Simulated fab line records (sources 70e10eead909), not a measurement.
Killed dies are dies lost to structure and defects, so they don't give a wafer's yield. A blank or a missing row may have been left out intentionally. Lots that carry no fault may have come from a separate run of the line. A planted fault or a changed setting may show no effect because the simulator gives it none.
fab line records	flow nandHarc	part 2 of 2: steps 5 to 6 of 6
record: lots: 23	wafers: 69	lastDay: 25
route steps=1159 shown A_STAIRCASE@530
lots that met no fault: from a run of the same line without faults
startH: hours from the record's first day to the start of the lot's first wafer shown	waitH: how many hours have passed since the lot's step before this one	" as in the row above	L1.1+2: one row covering several wafers at once	- either no value or no given start	* or withheld: withheld	< > ~ a bound
route shown NAME@n: a module of which the file shows steps, and the number in the route of the first	usual: mean/standard deviation taken from wafers without a fault	same: alike in all rows	chamber/n: place in a boat	sites: the reading at each site	_std_site: their standard deviation	_edge_site: outer sites' mean less inner sites'	radiusMm: how far each site lies from the wafer's centre	mask NAME#n: copy n	behind: the tool/chamber that last shaped the wafer	hold: why the lot went on hold/how many hours it stayed there/how the hold came to an end	device: whichever transistor did not switch (one of n, p or np)	end of line: the route-end tests of the same wafers	a step given without rows: its recipe and nothing more	killed: count of dies lost to structure and defects at first sort (not the wafer's yield)	map: per-die view of a wafer (x killed, . not killed, _ where there is no die)
set.NAME: the run value of the setting; set.NAME@STEP: its run value at that earlier step	model.NAME: the simulator's own value behind a step, which no gauge read
one table for each step of the route and one row for each wafer, over a sample of lots
services: a tool's chamber out of use, with start hour (startH, from the record's first day; less than 0 if before it), hours out, and reason
== steps ==
step: NHARC_A_STAIRCASE_TRIM_235
recipe: timeS: 211.2	o2FlowSccm: 500	arFlowSccm: 0	biasW: 0	chemistry: O2
usual: drypumpMotorCurrentA: 5.8/0.63	oesProductAu: 0.998/0.01	rfVppV: 57.7/0.95	showerheadPlenumPTorr: 3.49/0.13	throttleValvePct: 17.035/0.0098
lot.wafer	tool	chamber	startH	waitH	drypumpMotorCurrentA	oesProductAu	rfHoursCounterH	rfVppV	showerheadPlenumPTorr	throttleValvePct
L074.2	rieDiel-03	2	-	-	5.9	1.006	7	57.5	3.31	17.037
L074.1	"	1	"	"	6.4	0.982	7	55.5	3.43	17.041
L074.6	"	2	"	"	5.9	0.992	-	57.8	3.31	17.012
L075.2	rieDiel-04	0	-	-	6.7	0.991	50	56.8	3.59	17.031
L075.4	"	1	"	"	4.7	1.003	50	58.5	3.53	17.033
L075.5	"	0	"	"	6.7	0.989	-	57.3	3.59	17.041
L076.1	rieDiel-04	2	-	-	5.6	1.006	50	58.3	3.59	17.032
L076.3	"	3	"	"	5.6	1.005	49	57.0	3.34	17.044
L076.6	"	1	"	"	4.7	0.998	-	56.9	3.53	17.048
L078.4	rieDiel-04	3	-	-	5.6	1.008	51	56.8	3.33	17.043
L078.1	"	0	"	"	6.7	1.005	53	56.9	3.59	17.036
L078.2	"	2	"	"	5.6	1.000	52	58.0	3.59	17.059
L079.3	rieDiel-04	2	-	-	5.6	0.996	54	57.8	3.59	17.048
L079.1	"	3	"	"	5.6	1.005	54	56.8	3.33	17.029
L079.6	"	3	"	"	5.6	1.013	-	57.2	3.33	17.039
L081.2	rieDiel-04	2	-	-	5.6	0.999	59	56.3	3.58	17.027
L081.5	"	1	"	"	4.7	0.993	-	58.9	3.53	17.046
L081.4	"	3	"	"	5.6	1.006	-	57.4	3.33	17.024
L080.1	rieDiel-03	3	-	-	6.2	1.004	25	57.4	3.66	17.040
L080.5	"	3	"	"	6.2	0.994	-	56.9	3.66	17.045
L080.6	"	0	"	"	6.1	1.002	-	58.6	3.41	17.044
L084.1	rieDiel-03	2	-	-	5.9	0.989	27	58.3	3.30	17.028
L084.2	"	0	"	"	6.1	1.003	32	57.6	3.41	17.034
L084.6	"	3	"	"	6.2	0.989	-	57.7	3.66	17.018
L082.3	rieDiel-03	1	-	-	6.4	0.996	30	55.9	3.42	17.026
L082.4	"	2	"	"	5.9	1.005	28	57.8	3.30	17.043
L082.1	"	0	"	"	6.1	1.007	32	57.2	3.41	17.038
L083.3	rieDiel-04	3	-	-	5.6	1.006	1	56.6	3.33	17.030
L083.2	"	2	"	"	5.6	0.995	2	59.0	3.58	17.046
L083.4	"	3	"	"	5.6	0.999	-	56.2	3.33	17.040
L085.1	rieDiel-13	1	-	-	5.8	0.998	11	57.6	3.37	17.053
L085.6	"	1	"	"	5.8	0.997	-	58.5	3.37	17.030
L085.5	"	2	"	"	5.2	0.995	-	59.2	3.77	17.041
L086.1	rieDiel-04	0	-	-	6.7	0.993	15	57.7	3.58	17.018
L086.2	"	2	"	"	5.6	0.995	16	58.3	3.57	17.017
L086.4	"	3	"	"	5.6	0.999	15	57.5	3.32	17.033
L088.3	rieDiel-04	0	-	-	6.7	0.992	15	56.8	3.58	17.030
L088.4	"	1	"	"	4.7	1.004	17	59.0	3.52	17.027
L088.1	"	3	"	"	5.6	1.007	16	56.9	3.32	17.050
L087.4	rieDiel-04	1	-	-	4.6	0.999	17	57.2	3.52	17.044
L087.3	"	2	"	"	5.6	1.002	16	58.2	3.57	17.030
L087.2	"	3	"	"	5.6	0.998	16	56.7	3.32	17.056
L089.4	rieDiel-03	3	-	-	6.2	0.996	40	57.5	3.65	17.055
L089.2	"	0	"	"	6.1	0.997	44	56.3	3.40	17.043
L089.6	"	3	"	"	6.2	0.994	-	56.7	3.65	17.049
L091.1	rieDiel-13	3	-	-	6.1	1.033	23	57.8	3.29	17.020
L091.3	"	2	"	"	5.2	0.989	23	58.8	3.76	17.039
L091.5	"	3	"	"	6.0	1.034	-	56.3	3.29	17.005
L090.4	rieDiel-03	2	-	-	5.9	0.998	39	57.3	3.29	17.048
L090.2	"	3	"	"	6.2	0.999	41	59.4	3.65	17.034
L090.1	"	0	"	"	6.1	0.997	45	55.5	3.40	17.031
L092.2	rieDiel-04	0	-	-	6.7	0.987	18	58.1	3.58	17.032
L092.4	"	1	"	"	4.7	0.995	20	58.6	3.52	17.030
L092.5	"	1	"	"	4.7	0.984	-	56.9	3.52	17.024
L094.3	rieDiel-04	0	-	-	6.7	1.002	27	56.3	3.57	17.029
L094.1	"	1	"	"	4.7	1.009	30	57.3	3.51	17.028
L094.5	"	0	"	"	6.7	1.001	-	59.0	3.57	17.042
L093.3	rieDiel-13	2	-	-	5.2	0.972	34	58.8	3.76	17.028
L093.2	"	3	"	"	6.1	1.027	34	56.5	3.28	17.042
L093.5	"	0	"	"	5.9	0.979	-	58.3	3.50	17.026
L096.1	rieDiel-04	0	-	-	6.7	1.003	28	58.6	3.57	17.035
L096.6	"	0	"	"	6.7	0.990	-	58.3	3.57	17.031
L096.5	"	1	"	"	4.7	1.005	-	58.5	3.51	17.022
L095.4	rieDiel-04	2	-	-	5.6	0.991	30	57.3	3.57	17.049
L095.1	"	3	"	"	5.6	1.008	29	55.8	3.31	17.035
L095.6	"	1	"	"	4.7	0.997	-	58.9	3.51	17.038
L097.4	rieDiel-04	1	-	-	4.7	1.004	35	57.7	3.51	17.045
L097.2	"	2	"	"	5.6	1.004	34	58.0	3.56	17.038
L097.5	"	0	"	"	6.7	0.995	-	58.7	3.57	17.034
step: NHARC_A_STAIRCASE_ETCH_253
recipe: targetDepthA: 500	timeS: 20.2	ionEnergyEv: 400	c4f8FlowSccm: 20	o2FlowSccm: 10	arFlowSccm: withheld	rfW: 600	biasW: 1000	chemistry: C4F8/O2
usual: oesProductAu: 0.951/0.021	rfFwdPowerW: 590/3.4	rfVppV: 894/5.2
lot.wafer	tool	chamber	startH	waitH	oesProductAu	rfFwdPowerW	rfHoursCounterH	rfVppV
L074.1	rieDiel-03	3	244.95	0.1	0.953	595	8	901
L074.2	"	1	"	"	0.963	594	8	892
L074.6	"	2	"	"	0.960	591	-	887
L075.2	rieDiel-04	2	257.45	0.1	0.951	588	50	900
L075.4	"	3	"	"	0.974	592	49	890
L075.5	"	3	"	"	0.967	590	-	889
L076.3	rieDiel-03	2	260.21	0.1	0.923	590	13	887
L076.1	"	3	"	"	0.924	597	13	901
L076.6	"	1	"	"	0.922	593	-	891
L078.4	rieDiel-04	3	266.96	0.1	0.965	593	52	889
L078.1	"	0	"	"	0.960	592	53	899
L078.2	"	2	"	"	0.989	591	53	899
L079.3	rieDiel-03	3	275.81	0.1	0.948	596	16	901
L079.1	"	2	"	"	0.944	588	16	888
L079.6	"	3	"	"	0.945	596	-	900
L081.2	rieDiel-03	3	286.14	0.1	0.921	594	20	900
L081.4	"	0	"	"	0.944	590	21	891
L081.5	"	1	"	"	0.917	594	-	892
L080.1	rieDiel-13	2	298.72	0.1	0.945	591	7	904
L080.6	"	1	"	"	0.965	591	-	891
L080.5	"	2	"	"	0.941	592	-	903
L084.1	rieDiel-04	2	304.85	0.1	0.944	590	2	897
L084.2	"	1	"	"	0.949	585	2	897
L084.6	"	1	"	"	0.954	589	-	895
L082.4	rieDiel-13	3	305.03	0.1	1.005	587	10	888
L082.1	"	1	"	"	0.972	588	9	888
L082.3	"	2	"	"	0.968	591	10	905
L083.3	rieDiel-04	2	305.86	0.1	0.939	588	2	897
L083.2	"	3	"	"	0.950	588	1	889
L083.4	"	2	"	"	0.933	591	-	899
L085.1	rieDiel-04	2	314.14	0.1	0.932	587	4	897
L085.6	"	3	"	"	0.956	590	-	887
L085.5	"	0	"	"	0.943	597	-	898
L086.1	rieDiel-13	2	343.71	0.1	0.940	596	22	905
L086.2	"	0	"	"	0.934	592	21	895
L086.4	"	0	"	"	0.946	591	-	896
L088.4	rieDiel-04	3	343.98	0.1	0.970	590	16	888
L088.1	"	1	"	"	0.955	582	18	896
L088.3	"	2	"	"	0.975	591	16	898
L087.3	rieDiel-13	0	344.25	0.1	0.897	592	21	896
L087.2	"	2	"	"	0.905	595	22	903
L087.4	"	0	"	"	0.913	588	-	895
L089.2	rieDiel-13	1	347.10	0.1	0.925	590	19	890
L089.4	"	2	"	"	0.934	593	23	903
L089.6	"	1	"	"	0.920	591	-	891
L091.3	rieDiel-13	1	347.81	0.1	0.951	591	19	890
L091.1	"	2	"	"	0.925	593	23	903
L091.5	"	0	"	"	0.948	590	-	897
L090.1	rieDiel-04	1	348.77	0.1	0.921	587	20	895
L090.4	"	2	"	"	0.911	589	18	898
L090.2	"	3	"	"	0.920	592	18	888
L092.2	rieDiel-03	0	351.00	0.1	0.929	589	46	890
L092.4	"	1	"	"	0.926	591	45	892
L092.5	"	2	"	"	0.918	588	-	886
L094.1	rieDiel-13	1	378.44	0.1	0.982	590	28	889
L094.3	"	3	"	"	0.993	586	35	887
L094.5	"	0	"	"	0.961	592	-	895
L093.2	rieDiel-03	3	379.26	0.1	0.953	597	49	900
L093.3	"	0	"	"	0.952	589	54	893
L093.5	"	0	"	"	0.957	588	-	892
L096.1	rieDiel-04	0	381.57	0.3	0.937	598	29	897
L096.6	"	2	"	"	0.973	590	-	897
L096.5	"	3	"	"	0.961	591	-	889
L095.4	rieDiel-13	1	382.20	0.1	0.978	589	30	891
L095.1	"	2	"	"	0.955	596	35	905
L095.6	"	1	"	"	0.986	592	-	888
L097.4	rieDiel-04	1	393.71	0.1	0.945	585	35	895
L097.2	"	0	"	"	0.952	596	32	898
L097.5	"	1	"	"	0.943	588	-	895
== services ==
tool	chamber	startH	hours	kind
rieDiel-13	2	209.08	8.8	repair
rieDiel-03	-	215.36	9.0	pm
rieDiel-04	0	220.54	-	clean
rieDiel-04	1	220.54	-	clean
rieDiel-04	2	220.54	-	clean
rieDiel-04	3	220.54	-	clean
rieDiel-04	0	245.05	-	clean
rieDiel-04	1	245.05	-	clean
rieDiel-04	2	245.05	-	clean
rieDiel-04	3	245.05	-	clean
rieDiel-04	0	269.55	-	clean
rieDiel-04	1	269.55	-	clean
rieDiel-04	2	269.55	-	clean
rieDiel-04	3	269.55	-	clean
rieDiel-13	-	276.36	9.0	pm
rieDiel-04	0	281.10	27.7	repair
rieDiel-04	3	289.98	12.9	repair
rieDiel-04	-	290.56	9.0	pm
rieDiel-04	1	290.56	9.0	ventCycle
rieDiel-04	2	290.56	9.0	ventCycle
rieDiel-04	1	299.56	-	clean
rieDiel-04	2	299.56	-	clean
rieDiel-03	1	373.11	22.4	repair
rieDiel-03	-	392.36	9.0	pm
